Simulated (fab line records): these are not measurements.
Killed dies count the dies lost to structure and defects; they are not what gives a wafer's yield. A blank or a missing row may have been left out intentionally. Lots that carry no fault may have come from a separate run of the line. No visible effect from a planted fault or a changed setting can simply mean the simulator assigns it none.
Which of the tools did it? || flow n5_finfet || 12 lots with 36 wafers sampled at 2 steps, on a route of 1938 steps

## WHAT THE GAUGES READ, wafer by wafer
N5_BEOL_M12_OVL_MEAS_29.
{"lot": "L074", "measured": "day 11 01:52", "on": "overlay-01", "M12_OVL (nm)": "-3 2 1"}
{"lot": "L077", "measured": "day 11 19:08", "on": "overlay-02", "M12_OVL (nm)": "-4 -2 7"}
{"lot": "L078", "measured": "day 12 13:55", "on": "overlay-02", "M12_OVL (nm)": "1 4 0"}
{"lot": "L081", "measured": "day 12 19:54", "on": "overlay-01", "M12_OVL (nm)": "8 4 -4"}
{"lot": "L085", "measured": "day 14 05:49", "on": "overlay-02", "M12_OVL (nm)": "-1 -2 2"}
{"lot": "L086", "measured": "day 14 06:43", "on": "overlay-02", "M12_OVL (nm)": "0 4 8"}
{"lot": "L088", "measured": "day 14 13:23", "on": "overlay-01", "M12_OVL (nm)": "-2 -4 7"}
{"lot": "L091", "measured": "day 14 23:05", "on": "overlay-01", "M12_OVL (nm)": "5 -1 2"}
{"lot": "L090", "measured": "day 15 04:22", "on": "overlay-02", "M12_OVL (nm)": "9 7 -3"}
{"lot": "L094", "measured": "day 16 05:53", "on": "overlay-02", "M12_OVL (nm)": "7 3 7"}
{"lot": "L093", "measured": "day 17 05:38", "on": "overlay-02", "M12_OVL (nm)": "2 9 -1"}
{"lot": "L096", "measured": "day 17 10:52", "on": "overlay-01", "M12_OVL (nm)": "9 12 3"}

## WHAT TOOL EACH LOT RAN ON (gives the tool, then ch and the chambers of the sampled wafers, and finally the start)
{"lot": "L074", "N5_BEOL_M12_DESCUM_15": "rie_diel-04 ch 2,3, day 11 01:01"}
{"lot": "L077", "N5_BEOL_M12_DESCUM_15": "rie_diel-01 ch 0,1,2, day 11 18:09"}
{"lot": "L078", "N5_BEOL_M12_DESCUM_15": "rie_diel-01 ch 0,1,2, day 12 12:59"}
{"lot": "L081", "N5_BEOL_M12_DESCUM_15": "rie_diel-01 ch 1,2,3, day 12 19:01"}
{"lot": "L085", "N5_BEOL_M12_DESCUM_15": "rie_diel-05 ch 0,3, day 14 04:58"}
{"lot": "L086", "N5_BEOL_M12_DESCUM_15": "rie_diel-05 ch 0,3, day 14 05:43"}
{"lot": "L088", "N5_BEOL_M12_DESCUM_15": "rie_diel-01 ch 0,1,2, day 14 12:25"}
{"lot": "L091", "N5_BEOL_M12_DESCUM_15": "rie_diel-04 ch 0,1,3, day 14 22:14"}
{"lot": "L090", "N5_BEOL_M12_DESCUM_15": "rie_diel-04 ch 0,1, day 15 03:23"}
{"lot": "L094", "N5_BEOL_M12_DESCUM_15": "rie_diel-04 ch 0,1, day 16 04:54"}
{"lot": "L093", "N5_BEOL_M12_DESCUM_15": "rie_diel-04 ch 0,1,2, day 17 02:56"}
{"lot": "L096", "N5_BEOL_M12_DESCUM_15": "rie_diel-05 ch 1,2,3, day 17 10:01"}
- N5_BEOL_M12_DESCUM_15: chemistry O2, time 7.9 s.

## THE ANSWER, worked out from the rows above alone
Rule: what is usual is taken from the lots themselves. Put in order of their means at a reading, lots are off if they are a third of the lots or fewer, leave a main group of 4 or more, and stand apart from it by a gap of 3 or more times the standard deviation of the main group's means; of several such gaps the widest counts. If all means in a main group match to the digits the tables above print for the reading, that group is not used. A lot without any number at a reading at which 4 lots or more have one is off too. Any other lot the step has rows for is counted as sound.
No lot is off at any reading shown: from this, nothing can be told.

## WHAT HAD BEEN PUT IN BY THE SIMULATOR
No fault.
